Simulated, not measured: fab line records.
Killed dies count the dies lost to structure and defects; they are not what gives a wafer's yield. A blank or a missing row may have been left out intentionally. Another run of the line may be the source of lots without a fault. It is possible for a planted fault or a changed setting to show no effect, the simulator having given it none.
Which tool was responsible?	flow n5_finfet	10 lots with 30 wafers sampled at 5 steps, on a route of 1938 steps

== WHAT THE GAUGES SHOWED, per wafer ==
N5_BEOL_M4_RC_MEAS_101. Usual: CJ_N 4.35, standard deviation 0.092; CJ_P 5.78, standard deviation 0.19; DIBL_N 36.2 mV/V, standard deviation 1.6; DIBL_P 36.1 mV/V, standard deviation 2; IOFF_N 0.16 nA/um, standard deviation 0.032; IOFF_P 0.22 nA/um, standard deviation 0.036; ION_N 672 uA/um, standard deviation 11; ION_P 463 uA/um, standard deviation 7.5; RS_PWELL 3013 ohm/sq, standard deviation 24; SS_N 71.4 mV/dec, standard deviation 0.58; SS_P 73.2 mV/dec, standard deviation 0.67; VT_N 250 mV, standard deviation 3.3; VT_P -250 mV, standard deviation 3.3.
lot	measured	on	CJ_N	CJ_P	DIBL_N (mV/V)	DIBL_P (mV/V)	IOFF_N (nA/um)	IOFF_P (nA/um)	ION_N (uA/um)	ION_P (uA/um)	RS_PWELL (ohm/sq)	SS_N (mV/dec)	SS_P (mV/dec)	VT_N (mV)	VT_P (mV)	flag
L267	day 8 04:59	prober-02	4.25 4.26 4.25	6.09 5.60 5.66	36.6 37.2 34.5	37.3 38.7 35.6	0.13 0.17 0.12	0.17 0.19 0.15	652 679 660	446 456 444	2972 2957 2983	71.1 72.3 70.7	72.5 74.0 72.3	254 247 255	-257 -251 -256	
L268	day 8 07:29	prober-01	4.39 4.33 4.42	5.74 5.54 5.75	35.8 33.8 35.6	35.9 32.6 34.7	0.15 0.11 0.15	0.24 0.19 0.22	678 659 672	477 464 470	3040 3042 3009	71.1 70.3 71.3	73.3 72.6 72.8	249 253 248	-246 -251 -247	
L271	day 9 05:44	prober-01	4.61 4.48 4.32	6.01 5.82 5.88	38.3 35.9 36.2	35.2 32.5 33.4	0.17 0.13 0.13	0.21 0.18 0.19	679 662 671	465 458 460	2988 2996 3021	71.6 71.3 71.5	73.2 71.8 72.3	248 248 251	-249 -251 -250	
L272	day 9 08:32	prober-01	4.40 4.58 4.36	6.09 5.87 5.99	37.3 36.5 34.3	36.4 34.5 33.2	0.17 0.17 0.13	0.23 0.20 0.18	673 678 668	467 459 457	3054 3025 3048	71.5 71.8 70.1	73.2 72.7 72.1	250 247 249	-247 -249 -250	
L274	day 9 21:27	prober-02	4.30 4.29 4.26	5.19 5.79 5.43	34.3 33.2 35.8	33.8 33.0 37.2	0.13 0.12 0.16	0.17 0.15 0.22	659 648 670	452 440 458	3009 2992 3000	71.4 70.8 71.2	72.2 72.7 73.9	255 257 249	-256 -258 -252	
L275	day 10 04:14	prober-01	4.84 4.85 4.81	4.73 5.07 5.20	36.9 35.1 34.6	38.9 36.4 35.9	0.20 0.15 0.15	0.31 0.25 0.24	664 671 653	466 472 467	3103 3088 3146	71.2 70.8 70.2	74.2 73.0 73.9	246 247 251	-245 -248 -245	OFF
L276	day 10 08:41	prober-02	5.02 4.89 4.89	4.36 4.23 4.78	37.0 37.0 36.7	37.8 39.3 38.5	0.15 0.15 0.15	0.25 0.28 0.25	658 662 665	473 474 468	3177 3151 3173	71.4 71.4 71.4	73.1 74.3 72.8	250 250 251	-246 -244 -245	OFF
L278	day 10 22:03	prober-01	4.91 4.90 4.90	4.59 4.40 4.37	34.9 36.4 35.8	36.5 38.0 36.9	0.14 0.17 0.14	0.25 0.28 0.25	661 668 664	476 476 473	3081 3095 3071	71.5 72.0 71.6	72.6 73.8 73.5	252 249 251	-245 -242 -247	OFF
L288	day 13 06:59	prober-02	4.49 4.35 4.43	5.69 5.95 5.82	33.0 38.4 35.4	30.8 38.8 34.2	0.11 0.20 0.13	0.15 0.27 0.19	649 676 670	449 463 463	3048 3064 3022	71.1 71.9 71.2	72.6 74.0 72.6	257 248 251	-254 -244 -249	
L290	day 15 03:51	prober-02	4.43 4.32 4.21	5.57 5.61 5.61	38.7 36.5 34.7	39.5 37.2 35.7	0.20 0.16 0.13	0.25 0.22 0.20	694 679 661	469 470 465	2983 2982 2982	72.4 72.2 71.4	73.6 73.4 72.2	244 250 252	-246 -247 -252	

== WHAT TOOL EACH LOT RAN ON (gives the tool, then ch and the chambers of the sampled wafers, and finally the start) ==
lot	N5_WELL_APT_EPI_41	N5_BEOL_M4_SPUTTER_86	N5_BEOL_M4_SPUTTER_92	N5_BEOL_M4_DEP_57
L267	epi_rpcvd-01 ch 0, day 1 16:38	pvd_sputter-01, day 8 02:32	pvd_sputter-01, day 8 03:11	pecvd-04 ch 0,1,2, day 8 04:43
L268	epi_rpcvd-04 ch 0, day 1 22:14	pvd_sputter-01, day 8 05:17	pvd_sputter-01, day 8 05:57	pecvd-03 ch 1,2, day 8 07:22
L271	epi_rpcvd-04 ch 0, day 2 16:19	pvd_sputter-01, day 9 02:45	pvd_sputter-01, day 9 03:25	pecvd-03 ch 0,1,2, day 9 05:19
L272	epi_rpcvd-04 ch 0, day 2 22:16	pvd_sputter-03, day 9 06:11	pvd_sputter-03, day 9 06:50	pecvd-03 ch 0,1, day 9 08:16
L274	epi_rpcvd-04 ch 0, day 3 10:46	pvd_sputter-01, day 9 19:15	pvd_sputter-01, day 9 19:55	pecvd-03 ch 1,2, day 9 21:20
L275	epi_rpcvd-04 ch 0, day 3 16:49	pvd_sputter-01, day 10 01:59	pvd_sputter-01, day 10 02:38	pecvd-03 ch 1,2, day 10 04:07
L276	epi_rpcvd-04 ch 0, day 3 22:15	pvd_sputter-01, day 10 05:59	pvd_sputter-01, day 10 06:38	pecvd-04 ch 0,1,2, day 10 08:25
L278	epi_rpcvd-04 ch 0, day 4 10:26	pvd_sputter-02, day 10 19:42	pvd_sputter-02, day 10 20:22	pecvd-01 ch 0,1,2, day 10 21:47
L288	epi_rpcvd-04 ch 0, day 6 23:13	pvd_sputter-01, day 13 04:37	pvd_sputter-01, day 13 05:17	pecvd-03 ch 0,1, day 13 06:42
L290	epi_rpcvd-01 ch 0, day 7 10:15	pvd_sputter-02, day 15 00:51	pvd_sputter-02, day 15 01:31	pecvd-04 ch 0,1,2, day 15 03:44
- N5_WELL_APT_EPI_41: deposits Si from SiH4/H2, target thk 50 nm, time 297.7 s.
- N5_BEOL_M4_SPUTTER_86: material Cu, target thk 4.5 nm, time 8.29 s.
- N5_BEOL_M4_SPUTTER_92: material Cu, target thk 4.5 nm, time 8.29 s.
- N5_BEOL_M4_DEP_57: deposits SiCN from 3MS/NH3, target thk 8 nm, time 14 s.

== AS READ BY THE TOOLS THEMSELVES (means over the sampled wafers that have a number; for cases with no such wafer, the mark the record gives instead) ==
N5_WELL_APT_EPI_41. Usual: throttle_valve_pct 11.21 %, standard deviation 0.16.
lot	tool	throttle_valve_pct (%)	flag
L267	epi_rpcvd-01	11.34	
L268	epi_rpcvd-04	11.21	
L271	epi_rpcvd-04	11.21	
L272	epi_rpcvd-04	11.22	
L274	epi_rpcvd-04	11.19	
L275	epi_rpcvd-04	11.29	
L276	epi_rpcvd-04	11.25	
L278	epi_rpcvd-04	11.13	
L288	epi_rpcvd-04	11.38	
L290	epi_rpcvd-01	11.18	

N5_BEOL_M4_SPUTTER_86. Usual: throttle_valve_pct 30.3 %, standard deviation 1.
lot	tool	throttle_valve_pct (%)	flag
L267	pvd_sputter-01	30.7	
L268	pvd_sputter-01	31.5	
L271	pvd_sputter-01	30.5	
L272	pvd_sputter-03	31.2	
L274	pvd_sputter-01	31.3	
L275	pvd_sputter-01	30.8	
L276	pvd_sputter-01	30.9	
L278	pvd_sputter-02	29.4	
L288	pvd_sputter-01	30.4	
L290	pvd_sputter-02	29.4	

N5_BEOL_M4_SPUTTER_92. Usual: throttle_valve_pct 30.3 %, standard deviation 1.
lot	tool	throttle_valve_pct (%)	flag
L267	pvd_sputter-01	30.7	
L268	pvd_sputter-01	31.5	
L271	pvd_sputter-01	30.7	
L272	pvd_sputter-03	31.1	
L274	pvd_sputter-01	31.1	
L275	pvd_sputter-01	30.9	
L276	pvd_sputter-01	30.8	
L278	pvd_sputter-02	29.2	
L288	pvd_sputter-01	30.5	
L290	pvd_sputter-02	29.4	

N5_BEOL_M4_DEP_57. Usual: showerhead_plenum_p_Torr 3.668 Torr, standard deviation 0.013; throttle_valve_pct 9.0 %, standard deviation 0.83.
lot	tool	showerhead_plenum_p_Torr (Torr)	throttle_valve_pct (%)	flag
L267	pecvd-04	3.656	9.6	
L268	pecvd-03	3.671	9.0	
L271	pecvd-03	3.669	9.2	
L272	pecvd-03	3.680	9.3	
L274	pecvd-03	3.681	9.4	
L275	pecvd-03	3.668	9.1	
L276	pecvd-04	3.658	9.5	
L278	pecvd-01	3.667	8.7	
L288	pecvd-03	3.682	9.4	
L290	pecvd-04	3.660	9.7	

== THE ANSWER, worked out from the rows above alone ==
Rule: a lot counts as off when the mean over its wafers that have a number is more than 3 standard deviations away from the usual mean. A lot without any number at a reading at which 4 lots or more have one is off too. The other lots that the step has rows for count as sound. The gauges are gone through in route order, then the tools' own readings, and for those a lot's mean is taken as printed above. At the first step where some lot is off, the reading lying furthest off is the one used; lots without a number count as furthest.
Off: at N5_BEOL_M4_RC_MEAS_101 (CJ_P), L275, L276, L278.
A tool fits if, at a process step before that reading, it ran every lot that is off, and no sound lot after the first of them. Those tools and the gauges at N5_BEOL_M4_RC_MEAS_101 are tried in the same way. None of those tried fits.

== WHAT HAD BEEN PUT IN BY THE SIMULATOR ==
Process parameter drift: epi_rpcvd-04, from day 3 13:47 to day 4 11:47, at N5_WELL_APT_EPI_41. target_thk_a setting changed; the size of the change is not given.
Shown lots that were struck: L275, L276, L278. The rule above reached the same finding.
